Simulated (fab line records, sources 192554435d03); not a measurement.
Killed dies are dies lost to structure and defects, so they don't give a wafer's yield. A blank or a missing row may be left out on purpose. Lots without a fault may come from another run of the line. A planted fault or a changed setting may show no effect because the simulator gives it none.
fab line records | flow n5_finfet
record lots=6 wafers=18 last_day=18
route steps=1938 shown BEOL_M11@1550 PASSIVATION@1936
lots that met no fault: from a run of the same line without faults
start_h: hours from the record's first day to the start of the lot's first wafer shown | wait_h: hours since the lot's step before | " the same as in the row above | L1.1+2: a row that stands for several wafers | - no value, or no start given | * or withheld: withheld | < > ~ a bound
route shown NAME@n: a module of which the file shows steps, and the number in the route of the first | usual: mean/standard deviation of fault-free wafers | same: alike in all rows | chamber/n: place in a boat | sites: the reading at each site | _std_site: their standard deviation | _edge_site: outer sites' mean less inner sites' | radius_mm: how far each site lies from the wafer's centre | mask NAME#n: copy n | behind: the tool/chamber that last shaped the wafer | hold: why the lot was held/for how many hours/how that ended | device: the transistor (n, p or np) that didn't switch | end of line: the same wafers' tests at the end of the route | a step without rows: its recipe alone | killed: dies lost to structure and defects at the first sort, not the wafer's yield | map: a wafer's dies, x killed, . not, _ none there
set.NAME: the setting as run; set.NAME@STEP: as run at that earlier step | model.NAME: the simulator's own value behind a step, which no gauge read
lots at some steps of the route; a table a step, a row a wafer
services: from which hour (start_h, from the record's first day; less than 0 if before it) a tool's chamber was out of use, for how many hours, and why
## steps
# step N5_BEOL_M11_OVL_MEAS_12
# recipe points_per_wafer=44
# usual M11_OVL=-0.2/0.75
# columns lot.wafer tool chamber start_h wait_h M11_OVL[nm]
L379.3 overlay-02 0 267.52 0.0 -0.7
L379.4 " 0 " " -0.3
L379.6 " 0 " " 0.0
L387.1 overlay-02 0 309.19 0.0 -0.6
L387.4 " 0 " " -1.7
L387.5 " 0 " " -0.4
L393.3 overlay-01 0 338.76 0.0 0.5
L393.4 " 0 " " 0.2
L393.5 " 0 " " 0.4
L392.2 overlay-01 0 344.83 0.0 -1.1
L392.3 " 0 " " -0.4
L392.5 " 0 " " 0.4
L389.1 overlay-01 0 345.06 0.0 -0.9
L389.2 " 0 " " 0.7
L389.6 " 0 " " -0.3
L397.3 overlay-01 0 378.08 0.0 -0.2
L397.5 " 0 " " 0.0
L397.6 " 0 " " 0.2
# step N5_BEOL_M11_INSPECT_13
# recipe mode=adi inspect_instrument=brightfield
# usual raw_defect_count=398/73
# columns lot.wafer tool chamber start_h wait_h raw_defect_count
L379.3 defect_inspect-01 - 267.55 0.0 323
L379.4 " - " " 416
L379.6 " - " " 345
L387.1 defect_inspect-02 - 309.21 0.0 368
L387.4 " - " " 409
L387.5 " - " " 479
L393.3 defect_inspect-01 - 338.78 0.0 324
L393.4 " - " " 312
L393.5 " - " " 229
L392.2 defect_inspect-01 - 344.86 0.0 564
L392.3 " - " " 468
L392.5 " - " " 307
L389.1 defect_inspect-02 - 345.08 0.0 377
L389.2 " - " " 403
L389.6 " - " " 316
L397.3 defect_inspect-01 - 378.11 0.0 383
L397.5 " - " " 336
L397.6 " - " " 386
# step N5_BEOL_M11_DESCUM_16
# recipe chemistry=O2 time_s=7.9 source_power_w=50 bias_power_w=20 pressure_mtorr=20 rf_frequency_hz=2.712e+07 temp_c=40 resist=CAR-ArF o2_flow_sccm=225
# step N5_BEOL_M11_ETCH_61
# recipe chemistry=CF4 target=SiARC target_depth_a=390 mask_material=CAR-ArF time_s=65 ion_energy_ev=80 pressure_mtorr=40 source_w=545 bias_w=36 Ar_flow_sccm=100 cf4_flow_sccm=100 ends=cleared
# usual drypump_motor_current_A=5.7/0.3 etch_rf_on_time_s=64.6/1.7 oes_product_au=0.66/0.064 rf_vpp_V=184.1/1.2 showerhead_plenum_p_Torr=2.15/0.071 throttle_valve_pct=15.69/0.21
# columns lot.wafer tool chamber start_h wait_h drypump_motor_current_A etch_rf_on_time_s oes_product_au rf_hours_counter_h rf_vpp_V showerhead_plenum_p_Torr throttle_valve_pct
L379.3 rie_diel-03 3 267.62 0.0 5.9 64.0 0.59 243 183.7 2.13 15.97
L379.4 " 2 " " 5.6 64.7 0.64 174 185.4 2.22 15.97
L379.6 " 0 " " 5.7 65.4 0.71 - 185.6 2.25 15.76
L387.1 rie_diel-03 1 309.48 0.0 5.4 66.0 0.66 145 183.8 2.15 15.51
L387.4 " 2 " " 5.6 64.3 0.62 - 186.7 2.22 16.00
L387.5 " 0 " " 5.7 65.2 0.70 - 184.6 2.24 15.79
L393.3 rie_diel-03 0 338.85 0.0 5.7 65.3 0.70 96 185.1 2.24 15.81
L393.4 " 3 " " 5.9 61.9 0.84 5 184.3 2.13 15.45
L393.5 " 3 " " 5.9 62.6 0.83 - 184.4 2.13 15.46
L392.2 rie_diel-04 3 344.93 0.0 5.0 64.1 0.64 174 184.3 2.13 15.41
L392.3 " 2 " " 6.0 63.7 0.83 5 187.2 2.28 15.39
L392.5 " 2 " " 6.0 63.9 0.83 - 184.6 2.28 15.39
L389.1 rie_diel-01 0 345.21 0.0 5.8 67.9 0.67 102 184.2 2.17 15.49
L389.2 " 1 " " 5.9 64.6 0.59 242 181.6 2.04 15.92
L389.6 " 3 " " 5.7 66.2 0.61 - 183.6 2.05 15.87
L397.3 rie_diel-03 1 378.33 0.0 5.3 65.6 0.64 165 186.6 2.14 15.55
L397.5 " 0 " " 5.7 64.7 0.68 - 184.7 2.23 15.85
L397.6 " 3 " " 5.9 62.1 0.80 - 182.5 2.12 15.48
# step N5_BEOL_M11_ETCH_62
# recipe chemistry=N2/H2 target=SOC target_depth_a=1100 overetch_a=220 mask_material=SiARC temp_c=40 time_s=165 ion_energy_ev=200 pressure_mtorr=30 source_w=840 bias_w=150 n2_flow_sccm=200 h2_flow_sccm=200
# step N5_BEOL_M11_STRIP_68
# recipe chemistry=N2/H2 temp_c=40 n2_flow_sccm=200 h2_flow_sccm=200 rf_frequency_hz=6e+07
# step N5_BEOL_M11_STRIP_67
# recipe chemistry=CF4 resist=SiARC power_w=300 bias_power_w=75 pressure_mtorr=50 cf4_flow_sccm=150 rf_frequency_hz=6e+07
# step N5_BEOL_M11_HM_OPEN_17
# recipe chemistry=Cl2/BCl3 target_depth_a=200 overetch_a=60 target=TiN mask_material=SOC ion_energy_ev=150 pressure_mtorr=10 icp_w=1000 bias_w=126 Cl2_flow_sccm=53.25 bcl3_flow_sccm=21.75 Ar_flow_sccm=25
# usual drypump_motor_current_A=5.7/0.5 oes_product_au=0.68/0.074 throttle_valve_pct=22.04/0.27
# columns lot.wafer tool chamber start_h wait_h drypump_motor_current_A oes_product_au rf_hours_counter_h throttle_valve_pct
L379.3 rie_metal-03 0 267.88 0.1 5.3 0.59 - 21.98
L379.4 " 1 " " 5.6 0.61 - 21.68
L379.6 " 1 " " 5.6 0.60 - 21.66
L387.1 rie_metal-03 0 309.72 0.0 5.3 0.57 82 22.02
L387.4 " 0 " " 5.3 0.58 - 22.02
L387.5 " 0 " " 5.3 0.58 - 22.01
L393.3 rie_metal-02 1 339.12 0.1 6.5 0.75 - 21.96
L393.4 " 0 " " 5.6 0.67 - 22.53
L393.5 " 1 " " 6.5 0.76 - 21.96
L392.2 rie_metal-03 0 345.16 0.0 5.3 0.57 85 22.03
L392.3 " 0 " " 5.3 0.57 - 22.01
L392.5 " 1 " " 5.6 0.59 - 21.71
L389.1 rie_metal-03 0 345.45 0.0 5.3 0.58 85 22.02
L389.2 " 1 " " 5.6 0.58 80 21.69
L389.6 " 0 " " 5.3 0.57 - 22.01
L397.3 rie_metal-02 0 378.59 0.1 5.6 0.65 - 22.54
L397.5 " 1 " " 6.5 0.74 - 21.99
L397.6 " 0 " " 5.5 0.66 - 22.55
# step N5_BEOL_M11_STRIP_19
# recipe chemistry=O2 power_w=400 temp_c=40 pressure_mtorr=30 rf_frequency_hz=6e+07 bias_power_w=0 overash_fraction=0.2 o2_flow_sccm=225
# usual drypump_motor_current_A=5.7/0.32 oes_product_au=0.78/0.075 rf_vpp_V=3.6/0.64 showerhead_plenum_p_Torr=2.10/0.067 throttle_valve_pct=16.70/0.22
# columns lot.wafer tool chamber start_h wait_h drypump_motor_current_A oes_product_au rf_hours_counter_h rf_vpp_V showerhead_plenum_p_Torr throttle_valve_pct
L379.3 rie_diel-01 3 267.96 0.1 5.7 0.74 165 3.7 1.98 16.77
L379.4 " 2 " " 6.4 0.71 202 4.9 2.18 16.80
L379.6 " 2 " " 6.4 0.72 - 3.8 2.18 16.79
L387.1 rie_diel-04 3 309.85 0.1 5.0 0.75 162 3.7 2.08 16.34
L387.4 " 3 " " 5.0 0.74 - 4.4 2.08 16.36
L387.5 " 0 " " 5.7 0.77 - 4.2 2.12 16.89
L393.3 rie_diel-03 0 339.21 0.1 5.7 0.80 96 4.0 2.19 16.84
L393.4 " 2 " " 5.6 0.71 199 4.7 2.15 17.00
L393.5 " 3 " " 5.8 0.96 - 3.5 2.06 16.44
L392.2 rie_diel-01 1 345.42 0.2 5.9 0.69 242 3.1 2.00 17.03
L392.3 " 3 " " 5.7 0.73 188 2.4 1.98 16.83
L392.5 " 1 " " 5.9 0.68 - 3.7 2.00 17.03
L389.1 rie_diel-03 0 345.68 0.2 5.7 0.79 98 3.7 2.19 16.86
L389.2 " 1 " " 5.4 0.75 158 3.4 2.08 16.54
L389.6 " 3 " " 5.9 0.95 - 3.9 2.06 16.44
L397.3 rie_diel-01 0 378.67 0.1 5.8 0.78 112 5.2 2.14 16.60
L397.5 " 3 " " 5.7 0.72 - 4.7 1.97 16.85
L397.6 " 2 " " 6.3 0.68 - 3.5 2.17 16.85
# step N5_BEOL_M11_CD_MEAS_18
# recipe pitch_nm=140 target_cd_nm=70
# usual cd_nm=70.0/0.81
# columns lot.wafer tool chamber start_h wait_h cd_nm
L379.3 cd_sem-03 - 268.04 0.1 69.6
L379.4 " - " " 68.8
L379.6 " - " " 69.2
L387.1 cd_sem-01 - 309.92 0.0 69.0
L387.4 " - " " 69.9
L387.5 " - " " 70.4
L393.3 cd_sem-03 - 339.28 0.1 69.2
L393.4 " - " " 70.7
L393.5 " - " " 70.2
L392.2 cd_sem-02 - 345.50 0.1 70.2
L392.3 " - " " 70.0
L392.5 " - " " 69.9
L389.1 cd_sem-03 - 345.75 0.0 69.5
L389.2 " - " " 69.7
L389.6 " - " " 69.8
L397.3 cd_sem-02 - 378.75 0.1 70.3
L397.5 " - " " 71.0
L397.6 " - " " 70.4
# step N5_BEOL_M11_COAT_63
# recipe resist=SOC temp_c=250 time_s=60 spin_rpm=1500 resist_thk_nm=100
# step N5_BEOL_M11_COAT_64
# recipe resist=SiARC temp_c=220 time_s=60 spin_rpm=1500 resist_thk_nm=30
# step N5_BEOL_M11_COAT_22
# recipe resist=CAR-ArF spin_rpm=1500 resist_thk_nm=90
# usual spin_speed_rpm=1500.1/1.1
# columns lot.wafer tool chamber start_h wait_h spin_speed_rpm model.CAR-ArF_of_BEOL_M11_COAT_22.thk_nm
L379.3 litho_track-01 0 268.90 - 1499.5 90.2
L379.4 " 0 " " 1498.3 90
L379.6 " 0 " " 1498.2 90.2
L387.1 litho_track-01 0 310.11 - 1554.5 88.8
L387.4 " 0 " " 1554.2 88.8
L387.5 " 0 " " 1552.8 88.6
L393.3 litho_track-03 0 343.27 - 1501.2 90
L393.4 " 0 " " 1499.6 90.4
L393.5 " 0 " " 1500.6 90
L392.2 litho_track-02 0 345.60 - 1500.5 89.6
L392.3 " 0 " " 1501.9 89.8
L392.5 " 0 " " 1501.6 89.4
L389.1 litho_track-01 0 347.91 - 1553.7 88.4
L389.2 " 0 " " 1553.4 88.2
L389.6 " 0 " " 1551.8 88.6
L397.3 litho_track-02 0 378.79 - 1499.7 89.8
L397.5 " 0 " " 1500.6 90
L397.6 " 0 " " 1500.9 89.6
# step N5_BEOL_M11_EBR_24
# recipe solvent=PGMEA ebr_width_mm=1.5
# step N5_BEOL_M11_SOFTBAKE_23
# recipe temp_c=110 time_s=60 resist=CAR-ArF
# step N5_BEOL_M11_EXPOSE_25
# recipe mask_id=V10 na=1.35 source_shape=annular sigma_inner=0.5 sigma_outer=0.8 polarization=unpolarized dose_mj=85.5
# step N5_BEOL_M11_PEB_26
# recipe peb_temp_c=withheld peb_time_s=60 resist=CAR-ArF
# step N5_BEOL_M11_DEVELOP_27
# recipe develop_time_s=30 developer=TMAH resist=CAR-ArF rinse_liquid=diw dry=air_spin dev_temp_c=23
# step N5_BEOL_M11_CD_MEAS_28
# recipe target_cd_nm=70 landing_energy_ev=500 detector=se_inlens polarity=opening
# usual cd_nm=70.6/1
# columns lot.wafer tool chamber start_h wait_h cd_nm
L379.3 cd_sem-02 0 269.14 - 69.8
L379.4 " 0 " " 69.5
L379.6 " 0 " " 70.9
L387.1 cd_sem-03 0 310.48 - 70.4
L387.4 " 0 " " 69.6
L387.5 " 0 " " 70.9
L393.3 cd_sem-01 0 343.65 - 69.7
L393.4 " 0 " " 70.7
L393.5 " 0 " " 72.5
L392.2 cd_sem-03 0 345.97 - 70.4
L392.3 " 0 " " 70.6
L392.5 " 0 " " 70.6
L389.1 cd_sem-01 0 348.28 - 70.5
L389.2 " 0 " " 71.1
L389.6 " 0 " " 71.4
L397.3 cd_sem-03 0 379.16 - 69.9
L397.5 " 0 " " 69.4
L397.6 " 0 " " 71.1
# step N5_BEOL_M11_OVL_MEAS_29
# recipe points_per_wafer=44
# usual V10_OVL=0.0/0.64
# columns lot.wafer tool chamber start_h wait_h V10_OVL[nm]
L379.3 overlay-01 0 269.17 0.0 -1.3
L379.4 " 0 " " -0.1
L379.6 " 0 " " -0.1
L387.1 overlay-01 0 310.51 0.0 0.7
L387.4 " 0 " " 0.2
L387.5 " 0 " " 0.3
L393.3 overlay-01 0 343.68 0.0 -0.1
L393.4 " 0 " " 1.1
L393.5 " 0 " " 0.1
L392.2 overlay-01 0 346.00 0.0 0.0
L392.3 " 0 " " -1.3
L392.5 " 0 " " 0.3
L389.1 overlay-01 0 348.31 0.0 0.3
L389.2 " 0 " " -0.5
L389.6 " 0 " " -1.9
L397.3 overlay-01 0 379.18 0.0 -0.3
L397.5 " 0 " " 0.8
L397.6 " 0 " " 0.8
# step N5_BEOL_M11_INSPECT_30
# recipe mode=adi inspect_instrument=brightfield
# usual raw_defect_count=404/84
# columns lot.wafer tool chamber start_h wait_h raw_defect_count
L379.3 defect_inspect-01 - 269.19 0.0 340
L379.4 " - " " 402
L379.6 " - " " 355
L387.1 defect_inspect-01 - 310.53 0.0 350
L387.4 " - " " 345
L387.5 " - " " 429
L393.3 defect_inspect-01 - 343.70 0.0 321
L393.4 " - " " 326
L393.5 " - " " 230
L392.2 defect_inspect-01 - 346.02 0.0 577
L392.3 " - " " 432
L392.5 " - " " 310
L389.1 defect_inspect-02 - 348.33 0.0 363
L389.2 " - " " 403
L389.6 " - " " 329
L397.3 defect_inspect-02 - 379.21 0.0 452
L397.5 " - " " 368
L397.6 " - " " 418
# step N5_BEOL_M11_DESCUM_33
# recipe chemistry=O2 time_s=7.9 source_power_w=50 bias_power_w=20 pressure_mtorr=20 rf_frequency_hz=2.712e+07 temp_c=40 resist=CAR-ArF o2_flow_sccm=225
# usual drypump_motor_current_A=5.8/0.32 oes_product_au=0.76/0.069 rf_vpp_V=243.0/1.3 showerhead_plenum_p_Torr=2.09/0.078 throttle_valve_pct=20.45/0.22
# columns lot.wafer tool chamber start_h wait_h drypump_motor_current_A oes_product_au rf_hours_counter_h rf_vpp_V showerhead_plenum_p_Torr throttle_valve_pct
L379.3 rie_diel-03 2 269.23 0.0 5.7 0.73 174 245.8 2.16 20.69
L379.4 " 0 " " 5.7 0.83 71 245.7 2.19 20.63
L379.6 " 0 " " 5.7 0.83 - 243.9 2.19 20.61
L387.1 rie_diel-01 2 310.57 0.0 6.3 0.70 214 241.9 2.17 20.56
L387.4 " 0 " " 5.8 0.79 91 243.1 2.14 20.31
L387.5 " 0 " " 5.8 0.79 - 242.7 2.14 20.32
L393.3 rie_diel-03 1 343.73 0.0 5.4 0.75 157 243.6 2.08 20.23
L393.4 " 1 " " 5.4 0.76 - 243.1 2.08 20.22
L393.5 " 3 " " 5.9 0.97 - 242.6 2.06 20.22
L392.2 rie_diel-01 2 346.06 0.0 6.3 0.69 223 244.2 2.17 20.59
L392.3 " 1 " " 5.9 0.69 242 241.5 2.00 20.80
L392.5 " 2 " " 6.3 0.70 - 243.9 2.17 20.59
L389.1 rie_diel-03 0 348.37 0.0 5.7 0.79 99 243.5 2.18 20.66
L389.2 " 3 " " 5.9 0.94 8 242.4 2.06 20.22
L389.6 " 3 " " 5.9 0.94 - 241.8 2.06 20.19
L397.3 rie_diel-01 3 379.24 0.0 5.7 0.72 198 242.2 1.97 20.55
L397.5 " 2 " " 6.4 0.68 - 242.1 2.16 20.60
L397.6 " 3 " " 5.7 0.72 - 240.6 1.97 20.53
# step N5_BEOL_M11_ETCH_65
# recipe chemistry=CF4 target=SiARC target_depth_a=390 mask_material=CAR-ArF time_s=65 ion_energy_ev=80 pressure_mtorr=40 source_w=545 bias_w=36 Ar_flow_sccm=100 cf4_flow_sccm=100 ends=cleared
# usual drypump_motor_current_A=5.8/0.32 etch_rf_on_time_s=65.0/2 oes_product_au=0.65/0.06 rf_vpp_V=184.0/1.3 showerhead_plenum_p_Torr=2.14/0.075 throttle_valve_pct=15.66/0.21
# columns lot.wafer tool chamber start_h wait_h drypump_motor_current_A etch_rf_on_time_s oes_product_au rf_hours_counter_h rf_vpp_V showerhead_plenum_p_Torr throttle_valve_pct model.CAR-ArF_of_BEOL_M11_COAT_22.thk_nm
L379.3 rie_diel-03 2 269.26 0.0 5.6 64.9 0.63 174 184.5 2.22 15.98 55.6
L379.4 " 0 " " 5.7 65.3 0.71 71 184.5 2.25 15.77 55.6
L379.6 " 0 " " 5.7 65.6 0.71 - 184.0 2.25 15.78 55.6
L387.1 rie_diel-01 2 310.60 0.0 6.3 62.4 0.61 214 185.0 2.21 15.74 54.2
L387.4 " 0 " " 5.8 68.5 0.67 91 184.6 2.18 15.48 54.4
L387.5 " 0 " " 5.8 68.2 0.67 - 184.7 2.18 15.49 54.4
L393.3 rie_diel-03 1 343.77 0.0 5.4 66.4 0.65 157 185.0 2.14 15.51 55.6
L393.4 " 1 " " 5.4 66.7 0.64 - 185.8 2.14 15.54 55.8
L393.5 " 3 " " 5.9 60.8 0.85 - 183.8 2.13 15.48 55.4
L392.2 rie_diel-01 2 346.09 0.0 6.3 62.1 0.61 223 184.5 2.21 15.76 55.2
L392.3 " 1 " " 5.9 64.6 0.59 242 183.6 2.04 15.90 55.4
L392.5 " 2 " " 6.3 61.6 0.61 - 184.3 2.21 15.76 54.8
L389.1 rie_diel-03 0 348.40 0.0 5.7 64.6 0.68 99 185.9 2.24 15.82 54
L389.2 " 3 " " 5.9 61.7 0.83 8 182.6 2.13 15.46 53.6
L389.6 " 3 " " 5.9 61.7 0.82 - 184.0 2.13 15.46 54
L397.3 rie_diel-01 3 379.28 0.0 5.7 67.6 0.60 198 183.8 2.05 15.90 55.4
L397.5 " 2 " " 6.3 63.0 0.60 - 183.8 2.20 15.76 55.4
L397.6 " 3 " " 5.7 67.9 0.60 - 183.3 2.05 15.89 55.2
# step N5_BEOL_M11_ETCH_66
# recipe chemistry=N2/H2 target=SOC target_depth_a=1200 overetch_a=240 mask_material=SiARC temp_c=40 time_s=180 ion_energy_ev=200 pressure_mtorr=30 source_w=840 bias_w=150 n2_flow_sccm=200 h2_flow_sccm=200
# usual drypump_motor_current_A=5.8/0.32 oes_product_au=0.62/0.054 rf_vpp_V=523.5/2.7 showerhead_plenum_p_Torr=2.53/0.093 throttle_valve_pct=17.84/0.25
# columns lot.wafer tool chamber start_h wait_h drypump_motor_current_A oes_product_au rf_hours_counter_h rf_vpp_V showerhead_plenum_p_Torr throttle_valve_pct
L379.3 rie_diel-03 2 269.31 0.0 5.7 0.59 174 526.7 2.62 18.06
L379.4 " 0 " " 5.7 0.68 71 526.8 2.68 18.03
L379.6 " 0 " " 5.7 0.68 - 527.9 2.68 18.05
L387.1 rie_diel-01 2 310.65 0.0 6.3 0.57 214 525.6 2.61 17.88
L387.4 " 0 " " 5.8 0.66 91 525.5 2.58 17.64
L387.5 " 0 " " 5.8 0.66 - 524.0 2.58 17.64
L393.3 rie_diel-03 1 343.82 0.0 5.4 0.61 157 524.8 2.52 17.61
L393.4 " 1 " " 5.4 0.62 - 523.8 2.52 17.62
L393.5 " 3 " " 5.9 0.77 - 522.2 2.51 17.64
L392.2 rie_diel-01 2 346.14 0.0 6.3 0.56 223 525.6 2.61 17.89
L392.3 " 1 " " 5.9 0.56 242 520.4 2.42 18.30
L392.5 " 2 " " 6.3 0.57 - 525.8 2.61 17.90
L389.1 rie_diel-03 0 348.45 0.0 5.7 0.65 99 527.1 2.67 18.09
L389.2 " 3 " " 5.9 0.76 8 521.4 2.51 17.62
L389.6 " 3 " " 5.9 0.76 - 522.1 2.51 17.62
L397.3 rie_diel-01 3 379.33 0.0 5.7 0.58 198 520.1 2.41 18.06
L397.5 " 2 " " 6.4 0.55 - 524.5 2.60 17.90
L397.6 " 3 " " 5.7 0.58 - 520.2 2.41 18.05
# step N5_PASSIVATION_PROBE_49
# usual defect_limited_yield=91.6/1.4 killed_at_M0_to_M3=32/9.5 killed_at_M4_up=13/6 killed_at_contacts=12/5.6 killed_at_front_end=39/11 killed_at_other=2.8/2.3 killed_dies=99/16 killed_open=65/12 killed_short=32/7.6 sort_bin_4_leakage=0.1/0.88 sort_bin_5_function=4.8/0.88 sort_bin_6_memory=3.2/0.65 sort_bin_8_speed=0.2/2 sort_n_pass=1077/29 sort_yield_pct=91.2/2.5
# same gross_dies=1180 killed_at_back_side=0
# columns lot.wafer tool chamber start_h wait_h defect_limited_yield[%] killed_at_M0_to_M3 killed_at_M4_up killed_at_contacts killed_at_front_end killed_at_other killed_dies killed_open killed_short sort_bin_4_leakage[%] sort_bin_5_function[%] sort_bin_6_memory[%] sort_bin_8_speed[%] sort_n_pass sort_yield_pct[%]
L393.3 prober-02 - 391.42 0.1 91.0 29 25 11 37 4 106 70 36 0 5.3 3.1 0 1074 91.0
# killed by level:class
L393.3 STI_FIN_REVEAL:geometric_particle:open=12 BEOL_M4:geometric_particle:open=11 MOL_CONTACT_COAG:geometric_particle:open=10 BEOL_M1:geometric_particle:open=9 BEOL_M4:geometric_particle:short=7 DUMMY_GATE:geometric_particle:open=6 GATE_CUT:geometric_particle:short=5 BEOL_M0_SAQP:geometric_particle:short=5
## services
# columns tool chamber start_h hours kind
rie_diel-03 - 262.64 0.5 repair
rie_metal-03 - 272.79 0.3 repair
rie_diel-04 0 289.58 7.4 repair
rie_diel-03 3 292.15 - clean
rie_diel-03 3 292.15 - consumable_replace:focus_ring
rie_diel-03 3 292.15 28.0 scheduled_down
rie_diel-03 3 292.15 28.0 vent_cycle
rie_metal-02 - 297.91 1.1 repair
rie_diel-04 2 306.17 5.3 repair
rie_diel-04 2 311.66 - clean
rie_diel-04 2 311.66 - consumable_replace:focus_ring
rie_diel-04 2 311.66 - consumable_replace:showerhead
rie_diel-04 2 311.66 12.8 scheduled_down
rie_metal-02 0 325.16 6.6 repair
rie_metal-03 1 330.96 1.0 repair
rie_diel-03 2 342.53 6.8 repair
rie_diel-04 0 344.79 4.5 repair
rie_diel-01 3 352.67 2.8 repair
rie_metal-02 1 371.12 5.9 repair
rie_diel-01 1 374.97 - clean
rie_diel-01 1 374.97 - consumable_replace:focus_ring
rie_diel-01 1 374.97 - consumable_replace:showerhead
rie_diel-01 1 374.97 30.8 scheduled_down
rie_diel-01 1 374.97 30.8 vent_cycle
## key
first_sign step=N5_BEOL_M11_COAT_22 reading=spin_speed_rpm direction=up sigmas=48 usual=* struck=*
effect none on later readings
model_effect step=N5_BEOL_M11_COAT_22 value=CAR-ArF_of_BEOL_M11_COAT_22.thk_nm without=90.17 struck=88.57
model_effect step=N5_BEOL_M11_ETCH_65 value=CAR-ArF_of_BEOL_M11_COAT_22.thk_nm without=55.7 struck=54.1
met_at N5_BEOL_M11_COAT_22
struck_wafers L387.1,L387.4,L387.5,L389.1,L389.2,L389.6
onset_between 268.90 310.11
fault kind=process_parameter_drift tool=litho_track-01 chamber=- onset_h=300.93 steps=N5_BEOL_M11_COAT_22 channel=spin_rpm offset=* shape=step end_h=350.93 acts_in=* stated=*
